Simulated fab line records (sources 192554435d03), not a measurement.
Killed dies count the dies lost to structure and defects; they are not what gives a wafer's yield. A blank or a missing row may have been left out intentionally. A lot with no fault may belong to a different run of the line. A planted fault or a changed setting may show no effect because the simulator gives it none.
Problem report, 8D (eight disciplines) form, completed by code -- flow n5_finfet -- the parts of the form that need people (team, actions taken, sign-off) are left out

1. PROBLEM STATEMENT
At N5_BEOL_M15_ILD_DEP_00, run_length_s averages 378.2 s over 4 wafers from 3 lots, while fault-free wafers read 389.0 s, standard deviation 0.7. That is -15 standard deviations from the usual mean.
The step: deposits SiO2 from TEOS/O2, target thk 1629.3 nm, time 346.1 s.
First observed at day 16 07:50: wafer L295.1, on pecvd-04. The record holds 15 wafers of 5 lots with a number at this step. By rule, "out" or "out of limits" means more than 4 standard deviations away from the usual mean. All remaining wafers that have a number are taken as sound.

2. WHAT IT IS AND WHAT IT IS NOT
question,is,is not
which readings at this step,run_length_s,"heater_power_w, showerhead_plenum_p_Torr, throttle_valve_pct"
which lots,"L294, L295, L297","L291, L301"
which wafers of those lots,"L294.1, L294.4, L295.1, L297.4","L294.3, L295.2, L295.3, L297.5, L297.6"
read on which tools,pecvd-04,pecvd-03
when,from day 16 07:50,"up to then (5 sound wafers); but 6 sound wafers of L294, L297, L301 came after"

3. SUSPECTS, AND WHAT RULES EACH OUT
Counting: if a tool at a process step up to the reading ran every lot that is out, it stays a suspect. Sound lots after the first of them don't rule it out here, since some wafers of a struck lot are sound.
- pecvd-04 at N5_BEOL_M15_ILD_DEP_00 (deposits SiO2 from TEOS/O2, target thk 1629.3 nm, time 346.1 s): kept. It ran every lot that is out, first L295 (day 16 07:50); its last sound lot up to then is L291 (day 15 02:45). On those wafers its own readings are out: run_length_s.
After counting, what remains is pecvd-04 at N5_BEOL_M15_ILD_DEP_00.

4. THE CAUSE (what the simulator had put in)
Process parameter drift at N5_BEOL_M15_ILD_DEP_00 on pecvd-04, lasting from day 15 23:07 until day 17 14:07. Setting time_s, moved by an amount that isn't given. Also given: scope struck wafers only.
After counting, this tool was the only one left.

5. SEQUENCE OF EFFECTS, ordered by route
Each row: a reading where the mean over the struck wafers with a number is more than 3 standard deviations away from the usual. Only readings whose record carries a usual standard deviation are examined. hours: median over the lots of the time between each lot's start at the first step of this table that gives one and its start at this step. sigmas: the change, counted in usual standard deviations.
hours,step,reading,usual,on struck wafers,change,sigmas
0,N5_BEOL_M15_ILD_DEP_00,run_length_s,389.0 s,378.2,-10.8,-15
It contains these process steps:
- N5_BEOL_M15_ILD_DEP_00: deposits SiO2 from TEOS/O2, target thk 1629.3 nm, time 346.1 s.

6. WHAT WOULD HAVE CAUGHT IT SOONER
9 hours passed between the start of the fault at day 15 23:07 and the first reading out of limits in this record, taken at day 16 07:50.
